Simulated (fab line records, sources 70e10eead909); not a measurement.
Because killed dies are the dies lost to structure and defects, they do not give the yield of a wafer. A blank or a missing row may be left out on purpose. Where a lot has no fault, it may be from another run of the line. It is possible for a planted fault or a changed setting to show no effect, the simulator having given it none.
fab line records ; flow nand-harc ; part 1 of 2: steps 1 to 4 of 6
record lots=22; wafers=66; last-day=24
route steps=1159 shown A_CONTACT@902 A_BLC@979
lots that met no fault: taken from a fault-free run of the same line
start-h: hours from the record's first day to the start of the lot's first wafer shown ; wait-h: hours since the lot's step before ; " identical to the entry in the row above ; L1.1+2: a single row standing in for several wafers ; - no value, or no start given ; * or withheld: withheld ; < > ~ a bound
route shown NAME@n: a module of which the file shows steps, and the number in the route of the first ; usual: average and standard deviation across the fault-free wafers ; same: alike in all rows ; chamber/n: place in a boat ; sites: per-site readings ; _std_site: standard deviation across them ; _edge_site: inner sites' mean taken away from outer sites' mean ; radius-mm: for every site, how far away it sits from the centre of the wafer ; mask NAME#n: copy n ; behind: tool/chamber where the wafer was last shaped ; hold: why the lot was held/for how many hours/how that ended ; device: which transistor (n, p or np) failed to switch ; end of line: the tests these same wafers got at the end of their route ; a step without rows: its recipe alone ; killed: not the wafer's yield, but the dies lost to structure and defects at the first sort ; map: the dies of a wafer, with x for killed, . for not killed, _ for no die there
set.NAME: the run value of the setting; set.NAME@STEP: its run value at that earlier step ; model.NAME: the simulator's own value behind a step, which no gauge read
a sample of lots followed through the steps of the route, with each step as a table and each wafer as a row
services: the hour from which a tool's chamber was out of use, counted from the record's first day as start-h (under 0 if before that day), plus the number of hours and why
## steps
# step NHARC_A_CONTACT_ETCH_77
# recipe target-depth-a=726; time-s=36.3; cf4-flow-sccm=100; chf3-flow-sccm=30; ar-flow-sccm=0; rf-w=500; bias-w=200; chemistry=CF4/CHF3
# usual cf4-flow-sccm=100.0/0.32; drypump-motor-current-A=5.9/0.52; oes-product-au=0.938/0.022; rf-vpp-V=369.3/2.3; showerhead-plenum-p-Torr=1.54/0.066; throttle-valve-pct=16.803/0.0088
# same time-s=36.3
lot.wafer;tool;chamber;start-h;wait-h;cf4-flow-sccm;drypump-motor-current-A;oes-product-au;rf-hours-counter-h;rf-vpp-V;showerhead-plenum-p-Torr;throttle-valve-pct
L075.3;rie-diel-05;2;-;-;99.9;6.3;0.977;12;373.9;1.68;16.809
L075.1;rie-diel-05;3;-;-;100.1;4.8;0.964;12;368.5;1.52;16.807
L075.6;rie-diel-05;2;-;-;99.9;6.3;0.982;-;372.9;1.68;16.802
L074.2;rie-diel-08;0;-;-;99.6;5.8;0.923;29;367.2;1.47;16.807
L074.3;rie-diel-08;2;-;-;100.1;6.0;0.927;28;376.2;1.69;16.812
L074.5;rie-diel-08;0;-;-;99.4;5.9;0.922;-;366.6;1.47;16.794
L077.3;rie-diel-08;1;-;-;100.6;6.5;0.934;31;368.0;1.47;16.800
L077.6;rie-diel-08;3;-;-;99.8;6.0;0.917;-;367.7;1.54;16.803
L077.5;rie-diel-08;0;-;-;100.0;5.8;0.938;-;367.7;1.47;16.821
L078.4;rie-diel-05;2;-;-;100.0;6.4;0.936;14;373.9;1.68;16.788
L078.1;rie-diel-05;3;-;-;100.5;4.8;0.939;14;368.1;1.52;16.799
L078.5;rie-diel-05;2;-;-;99.9;6.4;0.927;-;375.2;1.68;16.797
L076.4;rie-diel-12;0;-;-;100.1;6.6;0.979;3;370.8;1.55;16.803
L076.2;rie-diel-12;2;-;-;100.0;5.4;0.958;2;369.4;1.58;16.802
L076.3;rie-diel-12;3;-;-;100.3;6.3;0.990;3;365.8;1.47;16.780
L080.2;rie-diel-12;2;-;-;100.3;5.4;0.916;3;369.6;1.58;16.802
L080.4;rie-diel-12;1;-;-;100.6;5.9;0.922;4;369.7;1.54;16.802
L080.5;rie-diel-12;3;-;-;100.3;6.3;0.933;-;366.2;1.47;16.816
L081.2;rie-diel-05;1;-;-;100.0;6.0;0.993;24;368.4;1.51;16.822
L081.5;rie-diel-05;3;-;-;100.1;4.8;0.966;-;367.8;1.52;16.814
L081.6;rie-diel-05;0;-;-;100.0;5.9;0.962;-;367.1;1.47;16.801
L084.1;rie-diel-05;2;-;-;99.8;6.3;0.923;30;372.7;1.68;16.804
L084.6;rie-diel-05;2;-;-;99.8;6.4;0.913;-;372.9;1.68;16.813
L084.5;rie-diel-05;3;-;-;99.4;4.8;0.922;-;369.4;1.52;16.800
L082.4;rie-diel-12;0;-;-;100.2;6.6;0.924;7;370.4;1.55;16.817
L082.1;rie-diel-12;1;-;-;100.2;6.0;0.936;7;370.3;1.54;16.794
L082.5;rie-diel-12;2;-;-;100.1;5.4;0.918;-;369.7;1.58;16.797
L083.3;rie-diel-12;3;-;-;100.2;6.3;0.989;7;368.4;1.47;16.804
L083.1;rie-diel-12;2;-;-;100.4;5.4;0.973;6;370.7;1.58;16.804
L083.5;rie-diel-12;0;-;-;99.8;6.6;0.961;-;370.5;1.55;16.796
L087.3;rie-diel-08;0;-;-;99.7;5.8;0.932;52;367.4;1.47;16.807
L087.1;rie-diel-08;2;-;-;99.5;6.1;0.926;52;373.1;1.69;16.809
L087.5;rie-diel-08;0;-;-;99.7;5.9;0.934;-;366.4;1.47;16.818
L085.1;rie-diel-12;2;-;-;99.9;5.4;0.908;10;371.8;1.57;16.795
L085.3;rie-diel-12;0;-;-;100.2;6.6;0.922;13;368.8;1.55;16.788
L085.5;rie-diel-12;3;-;-;100.0;6.3;0.936;-;365.3;1.47;16.806
L088.1;rie-diel-05;3;-;-;101.0;4.8;0.929;38;368.7;1.51;16.810
L088.4;rie-diel-05;2;-;-;100.0;6.3;0.924;-;373.3;1.67;16.809
L088.5;rie-diel-05;3;-;-;100.1;4.8;0.925;-;368.7;1.51;16.804
L089.3;rie-diel-08;0;-;-;99.6;5.8;0.916;59;366.3;1.46;16.806
L089.4;rie-diel-08;1;-;-;99.3;6.5;0.944;54;366.4;1.47;16.803
L089.5;rie-diel-08;3;-;-;99.9;6.0;0.913;-;369.0;1.53;16.803
L090.3;rie-diel-12;3;-;-;99.6;6.3;0.962;15;366.7;1.47;16.803
L090.1;rie-diel-12;0;-;-;99.7;6.6;0.932;16;370.5;1.55;16.801
L090.5;rie-diel-12;3;-;-;99.7;6.3;0.944;-;367.7;1.47;16.818
L091.3;rie-diel-08;3;-;-;99.7;6.0;0.913;60;369.9;1.53;16.799
L091.1;rie-diel-08;0;-;-;100.0;5.8;0.930;62;368.5;1.46;16.828
L091.6;rie-diel-08;1;-;-;100.2;6.5;0.935;-;367.1;1.47;16.800
L094.3;rie-diel-12;2;-;-;100.0;5.4;0.921;18;371.1;1.57;16.816
L094.1;rie-diel-12;0;-;-;100.3;6.6;0.934;19;370.6;1.55;16.795
L094.6;rie-diel-12;2;-;-;100.3;5.4;0.922;-;370.2;1.57;16.812
L092.2;rie-diel-12;2;-;-;100.4;5.4;0.919;18;369.9;1.57;16.792
L092.1;rie-diel-12;3;-;-;100.4;6.3;0.940;20;367.5;1.46;16.810
L092.6;rie-diel-12;0;-;-;100.3;6.6;0.957;-;369.6;1.55;16.795
L093.3;rie-diel-12;3;-;-;99.8;6.3;0.938;20;366.4;1.46;16.814
L093.4;rie-diel-12;0;-;-;100.1;6.6;0.923;20;369.3;1.55;16.800
L093.6;rie-diel-12;1;-;-;99.8;5.9;0.936;-;369.8;1.54;16.807
L096.2;rie-diel-12;0;-;-;100.4;6.6;0.921;22;369.1;1.55;16.796
L096.1;rie-diel-12;2;-;-;100.0;5.4;0.914;21;369.3;1.57;16.811
L096.5;rie-diel-12;0;-;-;100.3;6.6;0.919;-;368.4;1.55;16.796
L095.4;rie-diel-05;3;-;-;100.4;4.8;0.916;54;370.0;1.51;16.796
L095.5;rie-diel-05;3;-;-;100.3;4.8;0.927;-;368.1;1.51;16.785
L095.6;rie-diel-05;0;-;-;100.4;5.9;0.916;-;366.8;1.46;16.795
L097.2;rie-diel-05;2;-;-;99.7;6.3;0.917;62;373.3;1.67;16.809
L097.1;rie-diel-05;1;-;-;100.2;6.0;0.946;57;367.4;1.50;16.804
L097.5;rie-diel-05;3;-;-;99.5;4.8;0.912;-;368.1;1.51;16.821
# step NHARC_A_CONTACT_ETCH_128
# recipe source-w=withheld; pressure-mtorr=20; bias-v=1200; time-s=155; target-depth-a=9560; ar-flow-sccm=withheld; c4f8-flow-sccm=withheld; o2-flow-sccm=withheld; chemistry=C4F8/O2/Ar
# same time-s=155
lot.wafer;tool;chamber;start-h;wait-h;rf-hours-counter-h
L075.1;har-cap-etch-03;0;383.76;0.1;87
L075.3;har-cap-etch-03;1;383.76;0.1;-
L075.6;har-cap-etch-03;0;383.76;0.1;-
L074.2;har-cap-etch-02;0;385.66;0.1;13
L074.3;har-cap-etch-02;1;385.66;0.1;-
L074.5;har-cap-etch-02;0;385.66;0.1;-
L077.3;har-cap-etch-01;1;389.51;0.1;-
L077.6;har-cap-etch-01;0;389.51;0.1;-
L077.5;har-cap-etch-01;1;389.51;0.1;-
L078.1;har-cap-etch-02;1;389.91;0.1;14
L078.4;har-cap-etch-02;0;389.91;0.1;-
L078.5;har-cap-etch-02;1;389.91;0.1;-
L076.2;har-cap-etch-02;0;401.27;0.8;17
L076.4;har-cap-etch-02;1;401.27;0.8;-
L076.3;har-cap-etch-02;0;401.27;0.8;-
L080.2;har-cap-etch-01;1;407.03;0.1;62
L080.4;har-cap-etch-01;0;407.03;0.1;-
L080.5;har-cap-etch-01;0;407.03;0.1;-
L081.2;har-cap-etch-01;0;419.18;0.1;63
L081.5;har-cap-etch-01;1;419.18;0.1;-
L081.6;har-cap-etch-01;0;419.18;0.1;-
L084.1;har-cap-etch-02;1;431.69;0.1;21
L084.6;har-cap-etch-02;1;431.69;0.1;-
L084.5;har-cap-etch-02;0;431.69;0.1;-
L082.1;har-cap-etch-01;1;433.81;0.1;66
L082.4;har-cap-etch-01;1;433.81;0.1;-
L082.5;har-cap-etch-01;1;433.81;0.1;-
L083.1;har-cap-etch-02;0;438.79;0.1;22
L083.3;har-cap-etch-02;0;438.79;0.1;-
L083.5;har-cap-etch-02;1;438.79;0.1;-
L087.1;har-cap-etch-01;1;449.45;0.1;69
L087.3;har-cap-etch-01;0;449.45;0.1;-
L087.5;har-cap-etch-01;1;449.45;0.1;-
L085.1;har-cap-etch-03;1;451.73;0.1;99
L085.3;har-cap-etch-03;1;451.73;0.1;-
L085.5;har-cap-etch-03;1;451.73;0.1;-
L088.1;har-cap-etch-01;1;457.31;0.1;70
L088.4;har-cap-etch-01;1;457.31;0.1;-
L088.5;har-cap-etch-01;0;457.31;0.1;-
L089.4;har-cap-etch-01;1;464.90;0.1;-
L089.3;har-cap-etch-01;0;464.90;0.1;-
L089.5;har-cap-etch-01;1;464.90;0.1;-
L090.1;har-cap-etch-02;0;466.45;0.1;29
L090.3;har-cap-etch-02;1;466.45;0.1;-
L090.5;har-cap-etch-02;0;466.45;0.1;-
L091.1;har-cap-etch-03;1;471.86;0.1;103
L091.3;har-cap-etch-03;1;471.86;0.1;-
L091.6;har-cap-etch-03;0;471.86;0.1;-
L094.1;har-cap-etch-03;1;488.06;0.1;106
L094.3;har-cap-etch-03;0;488.06;0.1;-
L094.6;har-cap-etch-03;1;488.06;0.1;-
L092.1;har-cap-etch-01;1;491.30;0.1;76
L092.2;har-cap-etch-01;0;491.30;0.1;76
L092.6;har-cap-etch-01;1;491.30;0.1;-
L093.3;har-cap-etch-03;1;492.95;0.1;-
L093.4;har-cap-etch-03;0;492.95;0.1;-
L093.6;har-cap-etch-03;0;492.95;0.1;-
L096.2;har-cap-etch-01;0;499.76;0.1;79
L096.1;har-cap-etch-01;1;499.76;0.1;79
L096.5;har-cap-etch-01;1;499.76;0.1;-
L095.4;har-cap-etch-03;0;501.76;0.1;-
L095.5;har-cap-etch-03;1;501.76;0.1;-
L095.6;har-cap-etch-03;0;501.76;0.1;-
L097.2;har-cap-etch-02;0;517.64;0.1;36
L097.1;har-cap-etch-02;1;517.64;0.1;36
L097.5;har-cap-etch-02;1;517.64;0.1;-
# step NHARC_A_CONTACT_ETCH_133
# recipe source-w=withheld; pressure-mtorr=20; bias-v=400; time-s=195; target-depth-a=8400; ar-flow-sccm=withheld; c4f8-flow-sccm=11.5; o2-flow-sccm=7.2; chemistry=C4F8/O2/Ar
# same time-s=195
lot.wafer;tool;chamber;start-h;wait-h;rf-hours-counter-h
L075.1;har-cap-etch-03;0;384.49;0.1;88
L075.3;har-cap-etch-03;1;384.49;0.1;-
L075.6;har-cap-etch-03;0;384.49;0.1;-
L074.2;har-cap-etch-02;0;386.39;0.1;13
L074.3;har-cap-etch-02;1;386.39;0.1;-
L074.5;har-cap-etch-02;0;386.39;0.1;-
L077.3;har-cap-etch-01;1;390.28;0.2;-
L077.6;har-cap-etch-01;0;390.28;0.2;-
L077.5;har-cap-etch-01;1;390.28;0.2;-
L078.1;har-cap-etch-02;1;390.64;0.1;15
L078.4;har-cap-etch-02;0;390.64;0.1;-
L078.5;har-cap-etch-02;1;390.64;0.1;-
L076.2;har-cap-etch-02;0;402.00;0.1;18
L076.4;har-cap-etch-02;1;402.00;0.1;-
L076.3;har-cap-etch-02;0;402.00;0.1;-
L080.2;har-cap-etch-01;1;407.74;0.1;63
L080.4;har-cap-etch-01;0;407.74;0.1;-
L080.5;har-cap-etch-01;0;407.74;0.1;-
L081.2;har-cap-etch-01;0;419.91;0.1;64
L081.5;har-cap-etch-01;1;419.91;0.1;-
L081.6;har-cap-etch-01;0;419.91;0.1;-
L084.1;har-cap-etch-02;1;432.40;0.1;21
L084.6;har-cap-etch-02;1;432.40;0.1;-
L084.5;har-cap-etch-02;0;432.40;0.1;-
L082.1;har-cap-etch-01;1;434.54;0.1;67
L082.4;har-cap-etch-01;1;434.54;0.1;-
L082.5;har-cap-etch-01;1;434.54;0.1;-
L083.1;har-cap-etch-02;0;439.50;0.1;23
L083.3;har-cap-etch-02;0;439.50;0.1;-
L083.5;har-cap-etch-02;1;439.50;0.1;-
L087.1;har-cap-etch-01;1;450.18;0.1;69
L087.3;har-cap-etch-01;0;450.18;0.1;-
L087.5;har-cap-etch-01;1;450.18;0.1;-
L085.1;har-cap-etch-03;1;452.47;0.1;100
L085.3;har-cap-etch-03;1;452.47;0.1;-
L085.5;har-cap-etch-03;1;452.47;0.1;-
L088.1;har-cap-etch-01;1;458.02;0.1;71
L088.4;har-cap-etch-01;1;458.02;0.1;-
L088.5;har-cap-etch-01;0;458.02;0.1;-
L089.4;har-cap-etch-01;1;465.65;0.2;-
L089.3;har-cap-etch-01;0;465.65;0.2;-
L089.5;har-cap-etch-01;1;465.65;0.2;-
L090.1;har-cap-etch-02;0;467.16;0.1;30
L090.3;har-cap-etch-02;1;467.16;0.1;-
L090.5;har-cap-etch-02;0;467.16;0.1;-
L091.1;har-cap-etch-03;1;472.59;0.1;104
L091.3;har-cap-etch-03;1;472.59;0.1;-
L091.6;har-cap-etch-03;0;472.59;0.1;-
L094.1;har-cap-etch-03;1;488.79;0.1;107
L094.3;har-cap-etch-03;0;488.79;0.1;-
L094.6;har-cap-etch-03;1;488.79;0.1;-
L092.1;har-cap-etch-01;1;492.01;0.1;77
L092.2;har-cap-etch-01;0;492.01;0.1;77
L092.6;har-cap-etch-01;1;492.01;0.1;-
L093.3;har-cap-etch-03;1;493.70;0.2;-
L093.4;har-cap-etch-03;0;493.70;0.2;-
L093.6;har-cap-etch-03;0;493.70;0.2;-
L096.2;har-cap-etch-01;0;500.46;0.1;79
L096.1;har-cap-etch-01;1;500.46;0.1;79
L096.5;har-cap-etch-01;1;500.46;0.1;-
L095.4;har-cap-etch-03;0;502.53;0.2;-
L095.5;har-cap-etch-03;1;502.53;0.2;-
L095.6;har-cap-etch-03;0;502.53;0.2;-
L097.2;har-cap-etch-02;0;518.34;0.1;37
L097.1;har-cap-etch-02;1;518.34;0.1;37
L097.5;har-cap-etch-02;1;518.34;0.1;-
# step NHARC_A_CONTACT_ETCH_106
# recipe target-depth-a=600; overetch-a=60; time-s=33; ion-energy-ev=100; cf4-flow-sccm=80; o2-flow-sccm=20; ar-flow-sccm=0; rf-w=300; bias-w=100; chemistry=CF4/O2
# usual cf4-flow-sccm=79.98/0.25; drypump-motor-current-A=5.9/0.51; oes-product-au=0.999/0.012; rf-vpp-V=197.2/1.7; showerhead-plenum-p-Torr=1.31/0.065; throttle-valve-pct=13.398/0.0095
# same time-s=33
lot.wafer;tool;chamber;start-h;wait-h;cf4-flow-sccm;drypump-motor-current-A;oes-product-au;rf-hours-counter-h;rf-vpp-V;showerhead-plenum-p-Torr;throttle-valve-pct
L075.1;rie-diel-05;3;385.61;0.1;80.00;4.8;0.998;13;196.1;1.29;13.398
L075.3;rie-diel-05;1;385.61;0.1;80.06;6.0;1.020;12;195.4;1.28;13.423
L075.6;rie-diel-05;2;385.61;0.1;79.88;6.3;0.998;-;199.8;1.43;13.413
L074.3;rie-diel-05;1;387.44;0.1;79.95;6.0;1.013;12;198.3;1.28;13.402
L074.2;rie-diel-05;2;387.44;0.1;79.96;6.3;0.989;13;198.9;1.43;13.376
L074.5;rie-diel-05;3;387.44;0.1;80.04;4.8;0.997;-;195.0;1.29;13.393
L077.3;rie-diel-08;3;391.74;0.1;80.53;6.0;1.001;30;196.4;1.30;13.387
L077.5;rie-diel-08;1;391.74;0.1;80.04;6.4;1.007;-;194.5;1.25;13.400
L077.6;rie-diel-08;2;391.74;0.1;79.72;6.0;1.009;-;200.8;1.44;13.402
L078.1;rie-diel-08;0;392.16;0.1;79.74;5.8;1.010;32;194.7;1.25;13.410
L078.4;rie-diel-08;2;392.16;0.1;79.91;6.0;1.004;31;200.3;1.44;13.406
L078.5;rie-diel-08;0;392.16;0.1;79.67;5.8;1.016;-;196.9;1.25;13.408
L076.3;rie-diel-12;1;403.03;0.1;80.00;6.0;0.998;3;197.8;1.31;13.404
L076.4;rie-diel-12;2;403.03;0.1;80.03;5.4;0.974;2;197.8;1.34;13.390
L076.2;rie-diel-12;0;403.03;0.1;80.10;6.6;0.989;4;197.9;1.32;13.402
L080.2;rie-diel-08;3;408.87;0.1;80.02;6.0;1.004;38;197.0;1.30;13.413
L080.4;rie-diel-08;0;408.87;0.1;79.67;5.9;1.006;40;194.6;1.24;13.396
L080.5;rie-diel-08;1;408.87;0.1;80.49;6.5;1.016;-;196.3;1.25;13.400
L081.2;rie-diel-12;3;420.96;0.1;79.86;6.3;1.016;5;195.1;1.24;13.400
L081.6;rie-diel-12;1;420.96;0.1;80.08;6.0;1.006;-;198.2;1.31;13.387
L081.5;rie-diel-12;2;420.96;0.1;80.11;5.4;0.991;-;196.8;1.34;13.401
L084.1;rie-diel-12;2;433.48;0.1;80.06;5.4;0.987;6;197.8;1.34;13.396
L084.6;rie-diel-12;1;433.48;0.1;79.41;6.0;1.016;-;196.8;1.31;13.403
L084.5;rie-diel-12;2;433.48;0.1;79.85;5.4;0.990;-;197.8;1.34;13.387
L082.1;rie-diel-12;2;435.57;0.1;80.06;5.4;0.991;6;196.1;1.34;13.392
L082.4;rie-diel-12;3;435.57;0.1;80.21;6.3;1.019;7;196.2;1.24;13.376
L082.5;rie-diel-12;3;435.57;0.1;80.17;6.3;1.016;-;195.1;1.24;13.384
L083.1;rie-diel-05;3;440.75;0.1;80.47;4.8;1.007;33;196.0;1.28;13.392
L083.3;rie-diel-05;0;440.75;0.1;79.91;5.9;0.992;30;196.8;1.24;13.413
L083.5;rie-diel-05;0;440.75;0.1;79.84;5.9;1.001;-;197.0;1.24;13.399
L087.1;rie-diel-05;2;451.22;0.1;80.15;6.3;1.002;37;200.8;1.42;13.395
L087.3;rie-diel-05;3;451.22;0.1;80.35;4.8;0.995;37;197.6;1.28;13.398
L087.5;rie-diel-05;2;451.22;0.1;79.87;6.3;0.989;-;200.2;1.42;13.395
L085.3;rie-diel-08;3;453.62;0.1;80.00;6.0;0.986;52;196.7;1.30;13.399
L085.1;rie-diel-08;0;453.62;0.1;79.61;5.8;1.001;53;194.7;1.24;13.391
L085.5;rie-diel-08;2;453.62;0.1;79.76;6.0;1.004;-;199.0;1.43;13.409
L088.1;rie-diel-05;3;461.52;0.1;80.02;4.8;1.005;41;196.5;1.28;13.388
L088.4;rie-diel-05;0;461.52;0.1;79.96;5.9;1.001;34;195.9;1.24;13.393
L088.5;rie-diel-05;3;461.52;0.1;79.93;4.8;1.001;-;194.7;1.28;13.402
L089.3;rie-diel-12;2;467.12;0.1;80.12;5.4;0.988;15;197.2;1.33;13.391
L089.4;rie-diel-12;0;467.12;0.1;80.09;6.6;0.999;17;197.3;1.31;13.404
L089.5;rie-diel-12;3;467.12;0.1;80.31;6.3;1.017;-;196.5;1.24;13.401
L090.3;rie-diel-05;0;468.23;0.1;79.74;5.9;0.999;37;194.5;1.24;13.383
L090.1;rie-diel-05;3;468.23;0.1;80.11;4.8;0.994;44;196.5;1.28;13.408
L090.5;rie-diel-05;1;468.23;0.1;79.87;6.0;1.017;-;194.8;1.27;13.393
L091.3;rie-diel-08;3;473.63;0.1;79.75;6.0;0.981;61;195.7;1.30;13.392
L091.1;rie-diel-08;2;473.63;0.1;79.66;6.1;0.993;63;199.8;1.43;13.405
L091.6;rie-diel-08;3;473.63;0.1;79.78;6.0;0.987;-;197.8;1.30;13.402
L094.3;rie-diel-08;2;489.82;0.0;79.83;6.0;0.988;0;201.8;1.43;13.397
L094.1;rie-diel-08;3;489.82;0.0;79.95;6.0;0.987;0;196.2;1.30;13.395
L094.6;rie-diel-08;2;489.82;0.0;79.88;6.0;1.007;-;199.3;1.43;13.403
L092.2;rie-diel-05;3;493.41;0.0;79.35;4.8;0.985;52;196.3;1.28;13.400
L092.1;rie-diel-05;1;493.41;0.0;80.04;6.0;1.026;45;195.2;1.27;13.389
L092.6;rie-diel-05;3;493.41;0.0;79.71;4.8;0.980;-;196.5;1.28;13.405
L093.4;rie-diel-05;3;494.81;0.1;80.19;4.8;0.985;52;197.3;1.28;13.387
L093.3;rie-diel-05;1;494.81;0.1;79.56;6.0;1.033;46;196.0;1.27;13.392
L093.6;rie-diel-05;3;494.81;0.1;79.79;4.8;0.992;-;198.1;1.28;13.415
L096.1;rie-diel-05;3;501.55;0.1;79.55;4.8;0.996;55;196.1;1.28;13.391
L096.2;rie-diel-05;1;501.55;0.1;79.99;6.0;1.014;48;196.8;1.27;13.394
L096.5;rie-diel-05;3;501.55;0.1;79.83;4.8;0.996;-;197.1;1.28;13.394
L095.4;rie-diel-12;2;503.47;0.1;80.09;5.4;0.979;22;198.1;1.33;13.399
L095.6;rie-diel-12;1;503.47;0.1;80.32;6.0;1.009;-;196.7;1.30;13.416
L095.5;rie-diel-12;2;503.47;0.1;80.42;5.4;0.987;-;197.4;1.33;13.389
L097.1;rie-diel-12;2;519.43;0.1;80.13;5.4;0.984;24;198.6;1.33;13.409
L097.2;rie-diel-12;3;519.43;0.1;79.70;6.3;0.995;25;196.3;1.24;13.415
L097.5;rie-diel-12;0;519.43;0.1;80.00;6.6;0.995;-;197.3;1.31;13.392
